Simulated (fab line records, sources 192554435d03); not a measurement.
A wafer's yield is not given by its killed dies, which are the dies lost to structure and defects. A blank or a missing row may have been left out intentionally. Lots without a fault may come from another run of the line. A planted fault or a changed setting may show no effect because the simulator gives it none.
Split-lot trial | flow n5 finfet | 21 wafers read from 7 lots, route of 1938 steps

## THE SPLIT ITSELF
At N5_BEOL_M8_COAT_22 (resist thk 30 nm), the setting spin rpm was moved away from the recipe's 1500 rpm on 11 of the 21 wafers read, by -7.7% to +7.7%. This setting was run at the recipe's value on the other wafers.

## FROM THE SPLIT TO THE READING: what the file shows between them, 4 steps
- N5_BEOL_M8_EBR_24
- N5_BEOL_M8_SOFTBAKE_23: time 60 s
- N5_BEOL_M8_EXPOSE_25: exposes mask V7, target cd 40 nm
- N5_BEOL_M8_PEB_26: peb time 60 s

## THE READING
CAR-EUV_of_BEOL_M8_COAT_22.thk nm (the simulator's own value, which no gauge read), in nm, at N5_BEOL_M8_DEVELOP_27 (develop time 30 s). The file does not state a usual value for it. Here, 10 wafers ran the recipe; their average is 29.5 nm with a standard deviation of 0.098 nm.

wafer  | tool, chamber at the split | spin rpm as run, rpm | against the recipe | CAR-EUV_of_BEOL_M8_COAT_22.thk nm, nm | against lot-mates on the recipe
L074.1 | litho track-02, 0          | 1500                 | recipe             | 29.6                                  | -
L074.6 | litho track-02, 0          | 1500                 | recipe             | 29.6                                  | -
L074.2 | litho track-02, 0          | 1447                 | -3.5%              | 30.2                                  | +0.6
L076.1 | litho track-04, 0          | 1500                 | recipe             | 29.4                                  | -
L076.3 | litho track-04, 0          | 1400                 | -6.7%              | 30.6                                  | +1.2
L076.6 | litho track-04, 0          | 1400                 | -6.7%              | 30.6                                  | +1.2
L078.3 | litho track-02, 0          | 1500                 | recipe             | 29.4                                  | -
L078.4 | litho track-02, 0          | 1500                 | recipe             | 29.4                                  | -
L078.6 | litho track-02, 0          | 1500                 | recipe             | 29.4                                  | -
L081.1 | litho track-02, 0          | 1566                 | +4.4%              | 29                                    | -0.6
L081.2 | litho track-02, 0          | 1500                 | recipe             | 29.6                                  | -
L081.6 | litho track-02, 0          | 1566                 | +4.4%              | 28.8                                  | -0.8
L080.1 | litho track-05, 0          | 1500                 | recipe             | 29.6                                  | -
L080.3 | litho track-05, 0          | 1404                 | -6.4%              | 30.6                                  | +1.0
L080.5 | litho track-05, 0          | 1404                 | -6.4%              | 30.6                                  | +1.0
L088.2 | litho track-02, 0          | 1615                 | +7.7%              | 28.6                                  | -1.0
L088.3 | litho track-02, 0          | 1500                 | recipe             | 29.6                                  | -
L088.5 | litho track-02, 0          | 1500                 | recipe             | 29.6                                  | -
L097.2 | litho track-02, 0          | 1384                 | -7.7%              | 31                                    | no lot-mate on the recipe
L097.5 | litho track-02, 0          | 1384                 | -7.7%              | 31                                    | no lot-mate on the recipe
L097.3 | litho track-02, 0          | 1384                 | -7.7%              | 30.8                                  | no lot-mate on the recipe

THE FIT
A straight line over all 21 wafers: CAR-EUV_of_BEOL_M8_COAT_22.thk nm changes by -0.16 nm for each +1% of spin rpm; r = -0.99; the points scatter about the line by 0.12 nm.
The same after taking each lot's own level away (the mean of its wafers on the recipe; 18 wafers): -0.158 nm for each +1%; r = -0.99; scatter 0.077 nm.
The reading moves by 1.2 nm for the largest change in spin rpm, on that fit.
From 29.40 to 29.60 nm: that is the span of the lots' own levels, equal to 2.0 times the standard deviation above.
So the lot-to-lot level changes the slope little: the two slopes agree.
Check: -1.27 nm against its lot-mates is what the line predicts for one of the wafers moved furthest among these (+7.7%) when that wafer is left out of the fit. Against them it came out at -1 nm.

## ADDITIONAL SPLITS CARRIED BY THESE WAFERS
Other splits were also applied to these wafers ahead of the reading. Each is held against what the fit with the lots' levels taken away leaves over:
other split on the same wafers    | wafers away from the commonest value | r with CAR-EUV_of_BEOL_M8_COAT_22.thk nm (lot level and that fit taken away)
N5_BEOL_M4_HM_DEP_02 target thk a | 6                                    | -0.29
N5_BEOL_M5_COAT_05 spin rpm       | 11                                   | +0.01
N5_BEOL_M5_ETCH_72 bias w         | 3                                    | +0.04
N5_BEOL_M6_TRENCH_ETCH_37 time s  | 4                                    | -0.10
N5_BEOL_M7_PECVD_70 temp c        | 9                                    | -0.32

## THE WHOLE CHAIN: every reading that the file lists as answering this split, in the file's order
step                  | what it does      | reading                                                                            | change (the file's fit)               | r (the file's)
N5_BEOL_M8_COAT_22    | resist thk 30 nm  | CAR-EUV_of_BEOL_M8_COAT_22.thk nm (the simulator's own value, which no gauge read) | -0.145 nm for each +1% of the setting | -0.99
N5_BEOL_M8_DEVELOP_27 | develop time 30 s | CAR-EUV_of_BEOL_M8_COAT_22.thk nm (the simulator's own value, which no gauge read) | -0.155 nm for each +1% of the setting | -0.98

## FILE'S OWN FIT
CAR-EUV_of_BEOL_M8_COAT_22.thk nm changes by -0.155 nm for each +1% of spin rpm, r = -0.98.
